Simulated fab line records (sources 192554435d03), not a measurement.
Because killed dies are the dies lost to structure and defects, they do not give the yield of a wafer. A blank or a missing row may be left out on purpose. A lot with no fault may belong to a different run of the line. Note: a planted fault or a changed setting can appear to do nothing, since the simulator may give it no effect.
fab line records	flow n5-finfet
[record] lots = 7	wafers = 21
route steps=1938 shown BEOL_M2@881 BEOL_M3@957 BEOL_M4@1037 BEOL_M5@1123
start-h: hours from the record's first day to the start of the lot's first wafer shown	wait-h: hours from the lot's prior step to this one	" as in the row above	L1.1+2: one row covering several wafers at once	- no value, or no start given	* or withheld: withheld	< > ~ a bound
route shown NAME@n: a module of which the file shows steps, and the number in the route of the first	usual: the fault-free wafers' mean and standard deviation	same: alike in all rows	chamber/n: place in a boat	sites: per-site readings	_std_site: their standard deviation	_edge_site: outer sites' mean less inner sites'	radius-mm: how far each site lies from the wafer's centre	mask NAME#n: copy n	behind: the last tool/chamber to shape the wafer	hold: cause of the lot's hold/its duration in hours/its outcome	device: the transistor (n, p or np) that didn't switch	end of line: the same wafers' tests at the end of the route	where a step has no rows: the recipe by itself	killed: the dies lost at the first sort to structure and to defects; this is not the yield of the wafer	map: dies across one wafer; x = killed, . = not, _ = none there
set.NAME: the setting that was run; set.NAME@STEP: the one run at that earlier step	model.NAME: the simulator's own value behind a step, which no gauge read
lots whose settings were changed on purpose; a table a step, a row a wafer
[[steps]]
[step N5_BEOL_M2_ETCH_69]
[recipe] chemistry = CF4	target = SiARC	target-depth-a = 156	mask-material = CAR-EUV	time-s = 26	ion-energy-ev = 80	pressure-mtorr = 40	source-w = 545	bias-w = 36	Ar_flow_sccm = 100	cf4-flow-sccm = 100	ends = cleared
[usual] rf-vpp-V = 183.9/1.3
lot.wafer	tool	chamber	start-h	wait-h	set.bias-w	rf-vpp-V
L074.4	rie-diel-03	3	140.99	0.0	39.28	194.8
L074.5	"	2	"	"	39.28	193.2
L074.6	"	1	"	"	36	184.7
L081.1	rie-diel-04	0	194.41	0.0	40.62	199.2
L081.5	"	1	"	"	40.62	200.1
L081.6	"	0	"	"	36	184.5
L084.2	rie-diel-03	2	206.29	0.0	36	184.5
L084.4	"	0	"	"	36	180.9
L084.6	"	3	"	"	36	184.6
L086.2	rie-diel-03	2	218.26	0.0	36	183.1
L086.3	"	1	"	"	36	182.5
L086.4	"	0	"	"	36	183.2
L088.2	rie-diel-04	1	232.50	0.0	29.73	164.7
L088.4	"	2	"	"	29.73	162.1
L088.6	"	0	"	"	29.73	163.6
L093.1	rie-diel-03	1	251.64	0.0	36	184.7
L093.2	"	2	"	"	36	182.8
L093.3	"	3	"	"	31.75	171.2
L094.2	rie-diel-04	0	262.08	0.0	36	184.6
L094.3	"	3	"	"	36	184.4
L094.4	"	2	"	"	42.31	202.7
[step N5_BEOL_M3_COAT_67]
[recipe] resist = SOC	temp-c = 250	time-s = 60	spin-rpm = 1500	resist-thk-nm = 60
lot.wafer	tool	chamber	start-h	wait-h	set.spin-rpm	model.SOC_of_BEOL_M3_COAT_67.thk-nm
L074.4+5+6	litho-track-04	0	167.13	0.0	1500	60.4
L081.1+5+6	litho-track-05	0	222.21	0.0	1500	59.6
L084.2	litho-track-05	0	232.77	0.0	1500	59.8
L084.4	"	0	"	"	1500	60
L084.6	"	0	"	"	1611	57.8
L086.2+4	litho-track-03	0	257.17	0.0	1500	59.8
L086.3	"	0	"	"	1500	59.6
L088.2+4+6	litho-track-04	0	270.74	0.0	1500	60
L093.1	litho-track-03	0	284.38	0.0	1391	62.4
L093.2+3	"	0	"	"	1500	60
L094.2	litho-track-05	0	296.70	0.0	1664	57
L094.3	"	0	"	"	1500	60
L094.4	"	0	"	"	1664	57.2
[step N5_BEOL_M3_COAT_76]
[recipe] resist = underlayer	temp-c = 205	time-s = 60	spin-rpm = 1500	resist-thk-nm = 5
lot.wafer	tool	chamber	start-h	wait-h	set.spin-rpm
L074.4+5+6	litho-track-04	0	-	-	1500
L081.1+5+6	litho-track-05	0	-	-	1500
L084.2+4+6	litho-track-05	0	-	-	1500
L086.2+3+4	litho-track-03	0	-	-	1500
L088.2+4	litho-track-04	0	-	-	1500
L088.6	"	0	"	"	1550
L093.1+3	litho-track-03	0	-	-	1500
L093.2	"	0	"	"	1387
L094.2+3	litho-track-05	0	-	-	1640
L094.4	"	0	"	"	1500
[step N5_BEOL_M3_COAT_22]
[recipe] resist = CAR-EUV	spin-rpm = 1500	resist-thk-nm = 30
[step N5_BEOL_M3_EBR_24]
[recipe] solvent = PGMEA	ebr-width-mm = 1.5
[step N5_BEOL_M3_DESCUM_33]
[recipe] chemistry = O2	time-s = 7	source-power-w = 50	bias-power-w = 20	pressure-mtorr = 20	rf-frequency-hz = 2.712e+07	temp-c = 40	resist = CAR-EUV	o2-flow-sccm = 225
[step N5_BEOL_M3_ETCH_77]
[recipe] chemistry = N2/H2	target = underlayer	target-depth-a = 65	mask-material = CAR-EUV	time-s = 5.2	ion-energy-ev = 200	pressure-mtorr = 30	source-w = 840	bias-w = 150	n2-flow-sccm = 200	h2-flow-sccm = 200	ends = cleared
lot.wafer	tool	chamber	start-h	wait-h	set.spin-rpm@BEOL_M3_COAT_76	model.etch.depth-nm
L074.4	rie-diel-02	0	167.79	0.0	1500	5.009
L074.5	"	0	"	"	1500	5.004
L074.6	"	1	"	"	1500	5.012
L081.1	rie-diel-05	2	222.77	0.0	1500	5.018
L081.5	"	0	"	"	1500	5.002
L081.6	"	3	"	"	1500	4.994
L084.2	rie-diel-06	0	233.45	0.0	1500	5.005
L084.4	"	2	"	"	1500	5.039
L084.6	"	3	"	"	1500	5.016
L086.2	rie-diel-06	1	257.61	0.0	1500	5.008
L086.3	"	2	"	"	1500	5.025
L086.4	"	0	"	"	1500	5.019
L088.2	rie-diel-02	0	271.18	0.0	1500	5.03
L088.4	"	2	"	"	1500	5.005
L088.6	"	1	"	"	1550	4.947
L093.1	rie-diel-06	0	284.94	0.0	1500	4.999
L093.2	"	3	"	"	1387	5.205
L093.3	"	2	"	"	1500	5.015
L094.2	rie-diel-06	2	297.14	0.0	1640	4.791
L094.3	"	0	"	"	1640	4.797
L094.4	"	3	"	"	1500	5.012
[step N5_BEOL_M3_ETCH_69]
[recipe] chemistry = CF4	target = SiARC	target-depth-a = 156	mask-material = CAR-EUV	time-s = 26	ion-energy-ev = 80	pressure-mtorr = 40	source-w = 545	bias-w = 36	Ar_flow_sccm = 100	cf4-flow-sccm = 100	ends = cleared
[step N5_BEOL_M3_ALD_98]
[recipe] material = SiO2	target-thk-a = 25	temp-c = 100	ald-precursor-family = BDEAS	ald-co-reactant = O2-plasma	pulse-time-s = 1	co-reactant-pulse-time-s = 1	purge-time-s = 2	co-reactant-purge-time-s = 2	ald-cycles = 17	pressure-torr = 2
[step N5_BEOL_M3_ETCHBACK_99]
[recipe] chemistry = CHF3	target = SiO2	target-depth-a = 50	time-s = 10.4	source-w = 215	bias-w = 47	Ar_flow_sccm = 200	CHF3_flow_sccm = 12	ion-energy-ev = 100	pressure-mtorr = 30
[step N5_BEOL_M3_ETCH_70]
[recipe] chemistry = N2/H2	target = SOC	target-depth-a = 800	overetch-a = 160	mask-material = SiARC	temp-c = 40	time-s = 120	ion-energy-ev = 200	pressure-mtorr = 30	source-w = 840	bias-w = 150	n2-flow-sccm = 200	h2-flow-sccm = 200
lot.wafer	tool	chamber	start-h	wait-h	set.spin-rpm@BEOL_M3_COAT_67	model.etch.depth-nm
L074.4	rie-diel-02	2	178.69	0.0	1500	60.35
L074.5	"	2	"	"	1500	60.32
L074.6	"	1	"	"	1500	60.3
L081.1+6	rie-diel-05	2,1	227.05	0.0	1500	59.64
L081.5	"	0	"	"	1500	59.7
L084.2	rie-diel-05	0	237.78	0.0	1500	59.71
L084.4	"	1	"	"	1500	59.92
L084.6	"	1	"	"	1611	57.76
L086.2	rie-diel-02	3	260.36	0.0	1500	59.81
L086.3	"	0	"	"	1500	59.67
L086.4	"	1	"	"	1500	59.85
L088.2	rie-diel-05	3	286.92	0.0	1500	60.09
L088.4	"	0	"	"	1500	60.07
L088.6	"	0	"	"	1500	60.02
L093.1	rie-diel-05	0	300.13	0.0	1391	62.43
L093.2	"	1	"	"	1500	60.1
L093.3	"	2	"	"	1500	59.96
L094.2	rie-diel-02	0	303.43	0.0	1664	57.07
L094.3	"	3	"	"	1500	60.05
L094.4	"	2	"	"	1664	57.28
[step N5_BEOL_M4_DESCUM_16]
[recipe] chemistry = O2	time-s = 7	source-power-w = 50	bias-power-w = 20	pressure-mtorr = 20	rf-frequency-hz = 2.712e+07	temp-c = 40	resist = CAR-EUV	o2-flow-sccm = 225
lot.wafer	tool	chamber	start-h	wait-h	set.time-s	model.CAR-EUV_of_BEOL_M4_COAT_05.thk-nm
L074.4+5+6	rie-diel-03	3,0,2	187.92	0.1	7	26
L081.1+5+6	rie-diel-01	2,3,0	235.05	0.2	7	26
L084.2+6	rie-diel-01	0	244.75	0.0	7.725	25.6
L084.4	"	2	"	"	7	26
L086.2+4	rie-diel-01	1	266.29	0.1	7	26
L086.3	"	0	"	"	7	26.2
L088.2+6	rie-diel-04	1	295.35	0.0	7	26.2
L088.4	"	0	"	"	6.518	26.4
L093.1	rie-diel-04	0	305.40	0.0	5.712	26.4
L093.2+3	"	1,2	"	"	7	26
L094.2+4	rie-diel-03	2,1	311.09	0.2	7	26
L094.3	"	1	"	"	5.97	26.6
[step N5_BEOL_M4_ETCH_74]
[recipe] chemistry = N2/H2	target = underlayer	target-depth-a = 65	mask-material = CAR-EUV	time-s = 5.2	ion-energy-ev = 200	pressure-mtorr = 30	source-w = 840	bias-w = 150	n2-flow-sccm = 200	h2-flow-sccm = 200	ends = cleared
lot.wafer	tool	chamber	start-h	wait-h	set.time-s@BEOL_M4_DESCUM_16	model.CAR-EUV_of_BEOL_M4_COAT_05.thk-nm
L074.4+5+6	rie-diel-03	3,0,2	187.95	0.0	7	20.2
L081.1+5	rie-diel-01	2,3	235.08	0.0	7	20.4
L081.6	"	0	"	"	7	20.2
L084.2+6	rie-diel-01	0	244.79	0.0	7.725	19.8
L084.4	"	2	"	"	7	20.2
L086.2+3+4	rie-diel-01	1,0,1	266.33	0.0	7	20.4
L088.2	rie-diel-04	1	295.38	0.0	7	20.6
L088.4	"	0	"	"	6.518	20.6
L088.6	"	1	"	"	7	20.4
L093.1	rie-diel-04	0	305.44	0.0	5.712	20.8
L093.2+3	"	1,2	"	"	7	20.4
L094.2+4	rie-diel-03	2,1	311.13	0.0	7	20.4
L094.3	"	1	"	"	5.97	20.8
[step N5_BEOL_M4_ETCH_63]
[recipe] chemistry = CF4	target = SiARC	target-depth-a = 156	mask-material = CAR-EUV	time-s = 26	ion-energy-ev = 80	pressure-mtorr = 40	source-w = 545	bias-w = 36	Ar_flow_sccm = 100	cf4-flow-sccm = 100	ends = cleared
lot.wafer	tool	chamber	start-h	wait-h	set.time-s@BEOL_M4_DESCUM_16	model.CAR-EUV_of_BEOL_M4_COAT_05.thk-nm
L074.4+5+6	rie-diel-03	3,0,2	187.97	0.0	7	11
L081.1+5	rie-diel-01	2,3	235.10	0.0	7	11.2
L081.6	"	0	"	"	7	11
L084.2	rie-diel-01	0	244.80	0.0	7.725	10.6
L084.4	"	2	"	"	7	11
L084.6	"	0	"	"	7.725	10.8
L086.2+3+4	rie-diel-01	1,0,1	266.34	0.0	7	11.2
L088.2+6	rie-diel-04	1	295.40	0.0	7	11.2
L088.4	"	0	"	"	6.518	11.4
L093.1	rie-diel-04	0	305.45	0.0	5.712	11.6
L093.2+3	"	1,2	"	"	7	11.2
L094.2	rie-diel-03	2	311.14	0.0	7	11.2
L094.3	"	1	"	"	5.97	11.6
L094.4	"	1	"	"	7	11
[step N5_BEOL_M4_ETCH_64]
[recipe] chemistry = N2/H2	target = SOC	target-depth-a = 750	overetch-a = 225	mask-material = SiARC	temp-c = 40	time-s = 121.9	ion-energy-ev = 200	pressure-mtorr = 30	source-w = 840	bias-w = 150	n2-flow-sccm = 200	h2-flow-sccm = 200
[usual] rf-vpp-V = 523.6/2.9
lot.wafer	tool	chamber	start-h	wait-h	set.bias-w	rf-vpp-V	model.SiARC_of_BEOL_M4_COAT_62.thk-nm
L074.4	rie-diel-03	3	188.04	0.1	150	525.2	6.4
L074.5	"	0	"	"	171.8	567.1	5.4
L074.6	"	2	"	"	150	522.8	6.2
L081.1	rie-diel-01	2	235.13	0.0	150	520.6	6.4
L081.5	"	3	"	"	150	521.7	6.2
L081.6	"	0	"	"	158.7	545.3	6.2
L084.2	rie-diel-01	0	244.83	0.0	126.3	470.8	7.8
L084.4	"	2	"	"	150	521.4	6.4
L084.6	"	0	"	"	150	526.4	6.6
L086.2	rie-diel-01	1	266.37	0.0	150	522.0	6.2
L086.3	"	0	"	"	150	524.0	6.6
L086.4	"	1	"	"	150	522.7	6.4
L088.2	rie-diel-04	1	295.43	0.0	150	525.7	6.4
L088.4	"	0	"	"	150	524.0	6.4
L088.6	"	1	"	"	150	524.6	6.2
L093.1	rie-diel-04	0	305.48	0.0	133.3	485.4	7.2
L093.2	"	1	"	"	133.3	487.3	7.2
L093.3	"	2	"	"	150	519.5	6.2
L094.2	rie-diel-03	2	311.17	0.0	128.3	471.7	7.4
L094.3	"	1	"	"	128.3	476.2	7.6
L094.4	"	1	"	"	150	524.7	6.4
[step N5_BEOL_M5_EXPOSE_08]
[recipe] mask-id = M5	na = 0.33	source-shape = annular	sigma-inner = 0.4	sigma-outer = 0.8	polarization = unpolarized	target-cd-nm = 28	dose-mj = 35.75
lot.wafer	tool	chamber	start-h	wait-h	mask	set.dose-mj
L074.4+6	euv-scanner-01	0	212.13	-	M5#0	36.82
L074.5	"	0	"	"	M5#0	35.75
L081.1	euv-scanner-01	0	272.44	-	M5#0	37.55
L081.5+6	"	0	"	"	M5#0	35.75
L084.2+4	euv-scanner-01	0	280.82	-	M5#0	35.75
L084.6	"	0	"	"	M5#0	37.75
L086.2+3+4	euv-scanner-02	0	310.39	-	M5#0	35.75
L088.2	euv-scanner-01	0	321.62	-	M5#0	35.75
L088.4+6	"	0	"	"	M5#0	33.72
L093.1+2+3	euv-scanner-02	0	338.49	-	M5#0	35.75
L094.2+4	euv-scanner-02	0	342.96	-	M5#0	35.75
L094.3	"	0	"	"	M5#0	36.75
[step N5_BEOL_M5_PEB_09]
[recipe] peb-temp-c = 100	peb-time-s = 60	resist = CAR-EUV
[step N5_BEOL_M5_DEVELOP_10]
[recipe] develop-time-s = 30	developer = TMAH	resist = CAR-EUV	rinse-liquid = surfactant-rinse	dry = air-spin	dev-temp-c = 23
[step N5_BEOL_M5_CD_MEAS_11]
[recipe] target-cd-nm = 27.74	landing-energy-ev = 500	detector = se-inlens
[usual] cd-nm = 28.1/0.31
lot.wafer	tool	chamber	start-h	wait-h	set.dose-mj@BEOL_M5_EXPOSE_08	cd-nm
L074.4	cd-sem-01	0	212.25	-	36.82	28.7
L074.5	"	0	"	"	35.75	27.6
L074.6	"	0	"	"	36.82	28.6
L081.1	cd-sem-01	0	272.57	-	37.55	29.6
L081.5	"	0	"	"	35.75	28.3
L081.6	"	0	"	"	35.75	28.5
L084.2	cd-sem-02	0	280.95	-	35.75	27.8
L084.4	"	0	"	"	35.75	28.0
L084.6	"	0	"	"	37.75	29.4
L086.2	cd-sem-02	0	310.52	-	35.75	27.9
L086.3	"	0	"	"	35.75	27.8
L086.4	"	0	"	"	35.75	27.6
L088.2	cd-sem-02	0	321.74	-	35.75	28.3
L088.4	"	0	"	"	33.72	27.1
L088.6	"	0	"	"	33.72	27.3
L093.1	cd-sem-02	0	338.62	-	35.75	28.2
L093.2	"	0	"	"	35.75	28.3
L093.3	"	0	"	"	35.75	28.4
L094.2	cd-sem-01	0	343.08	-	35.75	27.9
L094.3	"	0	"	"	36.75	28.8
L094.4	"	0	"	"	35.75	27.8
[step N5_BEOL_M5_DESCUM_16]
[recipe] chemistry = O2	time-s = 7	source-power-w = 50	bias-power-w = 20	pressure-mtorr = 20	rf-frequency-hz = 2.712e+07	temp-c = 40	resist = CAR-EUV	o2-flow-sccm = 225
lot.wafer	tool	chamber	start-h	wait-h	set.dose-mj@BEOL_M5_EXPOSE_08	model.BEOL_M5.cd-nm
L074.4+6	rie-diel-05	0,1	212.37	0.0	36.82	28.6
L074.5	"	2	"	"	35.75	28
L081.1	rie-diel-05	3	272.88	0.2	37.55	29.8
L081.5	"	3	"	"	35.75	28.6
L081.6	"	2	"	"	35.75	28.4
L084.2+4	rie-diel-02	3,0	281.07	0.0	35.75	28
L084.6	"	2	"	"	37.75	29
L086.2+3	rie-diel-02	0,1	310.65	0.0	35.75	28
L086.4	"	3	"	"	35.75	27.8
L088.2	rie-diel-06	3	321.87	0.0	35.75	28.4
L088.4	"	0	"	"	33.72	27.2
L088.6	"	2	"	"	33.72	26.8
L093.1	rie-diel-06	3	338.74	0.0	35.75	28
L093.2+3	"	1,0	"	"	35.75	28.2
L094.2+4	rie-diel-02	1,3	343.20	0.0	35.75	28
L094.3	"	2	"	"	36.75	28.8
[step N5_BEOL_M5_ETCH_72]
[recipe] chemistry = N2/H2	target = underlayer	target-depth-a = 65	mask-material = CAR-EUV	time-s = 5.2	ion-energy-ev = 200	pressure-mtorr = 30	source-w = 840	bias-w = 150	n2-flow-sccm = 200	h2-flow-sccm = 200	ends = cleared
lot.wafer	tool	chamber	start-h	wait-h	set.dose-mj@BEOL_M5_EXPOSE_08	model.BEOL_M5.cd-nm
L074.4	rie-diel-05	0	212.40	0.0	36.82	28.6
L074.5	"	2	"	"	35.75	28
L074.6	"	1	"	"	36.82	28.8
L081.1	rie-diel-05	3	272.91	0.0	37.55	29.8
L081.5	"	3	"	"	35.75	28.6
L081.6	"	2	"	"	35.75	28.2
L084.2	rie-diel-02	3	281.10	0.0	35.75	27.8
L084.4	"	0	"	"	35.75	28
L084.6	"	2	"	"	37.75	29.2
L086.2+4	rie-diel-02	0,3	310.68	0.0	35.75	27.8
L086.3	"	1	"	"	35.75	28
L088.2	rie-diel-06	3	321.91	0.0	35.75	28.2
L088.4	"	0	"	"	33.72	27.2
L088.6	"	2	"	"	33.72	26.8
L093.1	rie-diel-06	3	338.77	0.0	35.75	28
L093.2	"	1	"	"	35.75	28.2
L093.3	"	0	"	"	35.75	28.4
L094.2+4	rie-diel-02	1,3	343.24	0.0	35.75	28.2
L094.3	"	2	"	"	36.75	28.8
[step N5_BEOL_M5_ETCH_61]
[recipe] chemistry = CF4	target = SiARC	target-depth-a = 156	mask-material = CAR-EUV	time-s = 26	ion-energy-ev = 80	pressure-mtorr = 40	source-w = 545	bias-w = 36	Ar_flow_sccm = 100	cf4-flow-sccm = 100	ends = cleared
[step N5_BEOL_M5_ETCH_62]
[recipe] chemistry = N2/H2	target = SOC	target-depth-a = 750	overetch-a = 150	mask-material = SiARC	temp-c = 40	time-s = 112.5	ion-energy-ev = 200	pressure-mtorr = 30	source-w = 840	bias-w = 150	n2-flow-sccm = 200	h2-flow-sccm = 200
[step N5_BEOL_M5_DESCUM_33]
[recipe] chemistry = O2	time-s = 7	source-power-w = 50	bias-power-w = 20	pressure-mtorr = 20	rf-frequency-hz = 2.712e+07	temp-c = 40	resist = CAR-EUV	o2-flow-sccm = 225
[step N5_BEOL_M5_ETCH_75]
[recipe] chemistry = N2/H2	target = underlayer	target-depth-a = 65	mask-material = CAR-EUV	time-s = 5.2	ion-energy-ev = 200	pressure-mtorr = 30	source-w = 840	bias-w = 150	n2-flow-sccm = 200	h2-flow-sccm = 200	ends = cleared
lot.wafer	tool	chamber	start-h	wait-h	set.dose-mj@BEOL_M5_EXPOSE_08	model.BEOL_M5.cd-nm
L074.4+6	rie-diel-05	2	214.05	0.0	36.82	29.4
L074.5	"	1	"	"	35.75	28
L081.1	rie-diel-02	2	276.06	0.0	37.55	30.2
L081.5	"	1	"	"	35.75	28.6
L081.6	"	0	"	"	35.75	28.2
L084.2+4	rie-diel-02	0,2	282.30	0.0	35.75	27.6
L084.6	"	3	"	"	37.75	28.6
L086.2	rie-diel-05	0	312.18	0.0	35.75	28.2
L086.3+4	"	1,0	"	"	35.75	28
L088.2	rie-diel-06	1	322.99	0.0	35.75	28.2
L088.4	"	2	"	"	33.72	26.6
L088.6	"	1	"	"	33.72	27
L093.1	rie-diel-05	2	339.64	0.0	35.75	28.4
L093.2	"	0	"	"	35.75	28
L093.3	"	1	"	"	35.75	28.2
L094.2	rie-diel-02	3	348.21	0.0	35.75	28.4
L094.3	"	1	"	"	36.75	29
L094.4	"	1	"	"	35.75	28
[step N5_BEOL_M5_ETCH_67]
[recipe] chemistry = CF4	target = SiARC	target-depth-a = 156	mask-material = CAR-EUV	time-s = 26	ion-energy-ev = 80	pressure-mtorr = 40	source-w = 545	bias-w = 36	Ar_flow_sccm = 100	cf4-flow-sccm = 100	ends = cleared
[step N5_BEOL_M5_ETCH_68]
[recipe] chemistry = N2/H2	target = SOC	target-depth-a = 800	overetch-a = 160	mask-material = SiARC	temp-c = 40	time-s = 120	ion-energy-ev = 200	pressure-mtorr = 30	source-w = 840	bias-w = 150	n2-flow-sccm = 200	h2-flow-sccm = 200
[step N5_BEOL_M5_PRECLEAN_42]
[recipe] chemistry = residue-remover	time-s = 60	temp-c = 40
[step N5_BEOL_M5_SRD_43]
[recipe] time-s = 30	temp-c = 23	rinse-liquid = diw	dry = ipa-marangoni
[step N5_BEOL_M5_CD_MEAS_35]
[recipe] target-cd-nm = 28	target-cd-y-nm = 24	polarity = opening
[usual] cd-nm = 28.2/0.4
lot.wafer	tool	chamber	start-h	wait-h	set.dose-mj@BEOL_M5_EXPOSE_08	cd-nm
L074.4	cd-sem-02	-	214.59	0.0	36.82	28.8
L074.5	"	-	"	"	35.75	28.0
L074.6	"	-	"	"	36.82	28.7
L081.1	cd-sem-03	-	276.61	0.0	37.55	30.0
L081.5	"	-	"	"	35.75	28.6
L081.6	"	-	"	"	35.75	27.9
L084.2	cd-sem-02	-	282.84	0.0	35.75	27.9
L084.4	"	-	"	"	35.75	27.7
L084.6	"	-	"	"	37.75	28.8
L086.2	cd-sem-02	-	312.72	0.0	35.75	28.3
L086.3	"	-	"	"	35.75	28.4
L086.4	"	-	"	"	35.75	28.0
L088.2	cd-sem-01	-	323.53	0.0	35.75	28.2
L088.4	"	-	"	"	33.72	26.4
L088.6	"	-	"	"	33.72	26.3
L093.1	cd-sem-02	-	340.17	0.0	35.75	28.2
L093.2	"	-	"	"	35.75	28.6
L093.3	"	-	"	"	35.75	28.1
L094.2	cd-sem-03	-	348.75	0.0	35.75	28.4
L094.3	"	-	"	"	36.75	29.2
L094.4	"	-	"	"	35.75	27.9
[step N5_BEOL_M5_SPUTTER_81]
[recipe] material = Cu	target-thk-a = 150	temp-c = -20	chamber-pressure-pa = 0.07	power-w = withheld	time-s = 27.62
lot.wafer	tool	chamber	start-h	wait-h	set.time-s	model.Cu_of_BEOL_M5_SPUTTER_81.thk-nm
L074.4	pvd-sputter-01	-	217.09	0.5	24.55	13.2
L074.5	"	-	"	"	27.62	15.2
L074.6	"	-	"	"	24.55	-
L081.1	pvd-sputter-03	-	279.24	0.5	27.62	15.2
L081.5	"	-	"	"	25.28	-
L081.6	"	-	"	"	27.62	15
L084.2	pvd-sputter-03	-	286.90	0.5	27.62	15.4
L084.4	"	-	"	"	27.62	15.6
L084.6	"	-	"	"	26.48	-
L086.2	pvd-sputter-03	-	316.24	0.5	27.62	15.4
L086.3+4	"	-	"	"	27.62	15
L088.2	pvd-sputter-02	-	327.39	0.5	27.62	14.8
L088.4	"	-	"	"	27.62	15
L088.6	"	-	"	"	24.79	-
L093.1+2	pvd-sputter-03	-	347.98	4.4	27.62	14.8
L093.3	"	-	"	"	24.37	13.4
L094.2	pvd-sputter-03	-	352.77	0.5	27.62	15.2
L094.3	"	-	"	"	27.62	15
L094.4	"	-	"	"	30.27	-
[[key]]
[split] step = N5_BEOL_M2_ETCH_69	setting = bias-w	stated = 36	by = wafer
[response] step = N5_BEOL_M2_ETCH_69	reading = rf-vpp-V	change = +1.07	per = 1%	r = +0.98
[split] step = N5_BEOL_M3_COAT_67	setting = spin-rpm	stated = 1500	by = wafer
[response] step = N5_BEOL_M3_COAT_67	reading = model.SOC_of_BEOL_M3_COAT_67.thk-nm	change = -0.285	per = 1%	r = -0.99
[response] step = N5_BEOL_M3_ETCH_70	reading = model.etch.depth-nm	change = -0.282	per = 1%	r = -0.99
[split] step = N5_BEOL_M3_COAT_76	setting = spin-rpm	stated = 1500	by = wafer
[response] step = N5_BEOL_M3_ETCH_77	reading = model.etch.depth-nm	change = -0.0243	per = 1%	r = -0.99
[split] step = N5_BEOL_M4_DESCUM_16	setting = time-s	stated = 7	by = wafer
[response] step = N5_BEOL_M4_DESCUM_16	reading = model.CAR-EUV_of_BEOL_M4_COAT_05.thk-nm	change = -0.0306	per = 1%	r = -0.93
[response] step = N5_BEOL_M4_ETCH_74	reading = model.CAR-EUV_of_BEOL_M4_COAT_05.thk-nm	change = -0.0255	per = 1%	r = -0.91
[response] step = N5_BEOL_M4_ETCH_63	reading = model.CAR-EUV_of_BEOL_M4_COAT_05.thk-nm	change = -0.0271	per = 1%	r = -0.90
[split] step = N5_BEOL_M4_ETCH_64	setting = bias-w	stated = 150	by = wafer
[response] step = N5_BEOL_M4_ETCH_64	reading = rf-vpp-V	change = +3.27	per = 1%	r = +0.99
[response] step = N5_BEOL_M4_ETCH_64	reading = model.SiARC_of_BEOL_M4_COAT_62.thk-nm	change = -0.074	per = 1%	r = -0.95
[split] step = N5_BEOL_M5_EXPOSE_08	setting = dose-mj	stated = 35.75	by = wafer
[response] step = N5_BEOL_M5_CD_MEAS_11	reading = cd-nm	change = +0.248	per = 1%	r = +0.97
[response] step = N5_BEOL_M5_DESCUM_16	reading = model.BEOL_M5.cd-nm	change = +0.228	per = 1%	r = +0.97
[response] step = N5_BEOL_M5_ETCH_72	reading = model.BEOL_M5.cd-nm	change = +0.236	per = 1%	r = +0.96
[response] step = N5_BEOL_M5_ETCH_75	reading = model.BEOL_M5.cd-nm	change = +0.275	per = 1%	r = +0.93
[response] step = N5_BEOL_M5_CD_MEAS_35	reading = cd-nm	change = +0.283	per = 1%	r = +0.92
[split] step = N5_BEOL_M5_SPUTTER_81	setting = time-s	stated = 27.62	by = wafer
[response] step = N5_BEOL_M5_SPUTTER_81	reading = model.Cu_of_BEOL_M5_SPUTTER_81.thk-nm	change = +0.143	per = 1%	r = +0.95
